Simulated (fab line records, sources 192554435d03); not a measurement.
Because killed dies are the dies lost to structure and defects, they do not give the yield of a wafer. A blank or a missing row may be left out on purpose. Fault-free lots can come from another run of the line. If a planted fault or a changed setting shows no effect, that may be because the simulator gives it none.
Which of the tools did it?    flow n5 finfet    7 lots, 21 wafers sampled, at 1 step of a route of 1938

WHAT EACH GAUGE READ, for each wafer
N5_BEOL_M3_INSPECT_13: inspects for defects (brightfield).
lot   measured      on                 raw defect count
L260  day 7 21:22   defect inspect-01  388 404 299
L263  day 8 02:07   defect inspect-02  384 353 360
L265  day 9 03:01   defect inspect-02  533 484 424
L271  day 10 14:58  defect inspect-02  423 419 345
L277  day 11 23:16  defect inspect-01  336 337 306
L280  day 13 09:59  defect inspect-01  410 461 498
L281  day 13 22:49  defect inspect-02  294 275 383

EACH LOT AND THE TOOL THAT RAN IT (in order: tool; ch and the chambers of the sampled wafers; start)
No process step before these readings appears in the record.

THE ANSWER, worked out from the rows above alone
Rule: what is usual is taken from the lots themselves. The widest of any qualifying gaps counts: lots, ordered by their means at a reading, are off when they make up no more than a third of the lots, leave a main group of 4 or more, and stand apart from it by 3 or more times the standard deviation of that group's means. Not used: any main group whose means are identical at the precision the tables above print for the reading. Also off: a lot with no number at a reading for which 4 or more lots have one. All remaining lots with rows at the step are treated as sound.
Nothing can be told from this: no lot is off at any reading shown.

WHAT THE SIMULATOR HAD INSERTED
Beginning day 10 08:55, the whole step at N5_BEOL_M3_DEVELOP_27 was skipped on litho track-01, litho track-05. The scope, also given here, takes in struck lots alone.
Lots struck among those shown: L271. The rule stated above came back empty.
